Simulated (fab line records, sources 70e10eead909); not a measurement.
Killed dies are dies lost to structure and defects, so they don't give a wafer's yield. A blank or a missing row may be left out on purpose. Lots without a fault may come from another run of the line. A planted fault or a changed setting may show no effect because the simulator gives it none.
Chamber matching | flow nand_harc | NHARC_A_M0_DESCUM_14 on rie_diel-07: 4 sister chambers
The step chemistry O2, time 3 s. 22 wafers are shown with their chamber, then 11 later ones without.

WAFERS WITH THEIR CHAMBER
wafer  | chamber | drypump_motor_current_A (A) | oes_product_au (a.u.) | rf_vpp_V (V)
L075.1 | 2       | 5.6                         | 1.000                 | 55.8
L075.5 | 2       | 5.6                         | 1.001                 | 59.1
L075.6 | 3       | 5.3                         | 1.005                 | 58.2
L077.1 | 0       | 5.9                         | 1.023                 | 58.2
L077.4 | 2       | 5.6                         | 0.991                 | 56.4
L077.6 | 0       | 5.8                         | 1.012                 | 58.4
L081.3 | 0       | 5.8                         | 1.009                 | 58.1
L081.4 | 2       | 5.6                         | 0.995                 | 56.5
L081.6 | 2       | 5.6                         | 0.996                 | 58.0
L083.3 | 2       | 5.6                         | 0.998                 | 56.1
L083.4 | 0       | 5.9                         | 1.017                 | 58.0
L083.6 | 3       | 5.2                         | 0.999                 | 58.9
L083.1 | 0       | 5.9                         | 1.008                 | 57.8
L083.2 | 3       | 5.3                         | 1.008                 | 60.2
L083.5 | 2       | 5.6                         | 0.997                 | 57.2
L087.3 | 1       | 6.5                         | 0.996                 | 58.3
L087.4 | 0       | 5.8                         | 1.020                 | 57.3
L087.5 | 3       | 5.3                         | 1.017                 | 57.7
L086.3 | 1       | 6.5                         | 0.974                 | 57.3
L086.5 | 0       | 5.8                         | 1.006                 | 57.9
L086.6 | 3       | 5.3                         | 1.009                 | 59.6
L088.2 | 3       | 5.3                         | 1.013                 | 57.8

SIGNATURES (means of the wafers above)
reading                 | chamber 0 | chamber 1 | chamber 2 | chamber 3 | scatter within a chamber
drypump_motor_current_A | 5.843     | 6.500     | 5.600     | 5.283     | 0.0376
oes_product_au          | 1.01357   | 0.98500   | 0.99686   | 1.00850   | 0.00649
rf_vpp_V                | 57.957    | 57.800    | 57.014    | 58.733    | 0.904
Rule: a wafer's distance from a chamber is the root of the sum, over the readings, of the square of ((its reading less the chamber's mean) divided by the reading's scatter). The wafer belongs to the nearest chamber; if the next one is less than 2 further off, it can't be placed. The scatter: the root of (the sum of the squares of (reading less its chamber's mean) over the shown wafers, divided by (wafers less chambers)).

WAFERS WITHOUT THEIR CHAMBER
wafer  | drypump_motor_current_A (A) | oes_product_au (a.u.) | rf_vpp_V (V)
L088.4 | 5.8                         | 1.000                 | 58.5
L088.5 | 5.9                         | 1.002                 | 58.7
L091.1 | 6.5                         | 0.986                 | 58.8
L091.3 | 5.3                         | 1.003                 | 59.3
L091.6 | 5.3                         | 1.000                 | 57.7
L094.4 | 5.2                         | 1.005                 | 58.3
L094.5 | 6.5                         | 0.974                 | 59.4
L094.6 | 5.9                         | 0.994                 | 58.0
L096.3 | 6.5                         | 0.987                 | 59.5
L096.4 | 5.6                         | 0.995                 | 57.6
L096.5 | 5.8                         | 1.006                 | 57.5

WHICH CHAMBER EACH WENT THROUGH
wafer  | from the rows above | in truth
L088.4 | 0                   | 0
L088.5 | 0                   | 0
L091.1 | 1                   | 1
L091.3 | 3                   | 3
L091.6 | 3                   | 3
L094.4 | 3                   | 3
L094.5 | 1                   | 1
L094.6 | 0                   | 0
L096.3 | 1                   | 1
L096.4 | 2                   | 2
L096.5 | 0                   | 0
Placed correctly: 11 of 11. Can't be placed from these rows: 0. Placed wrongly: 0.
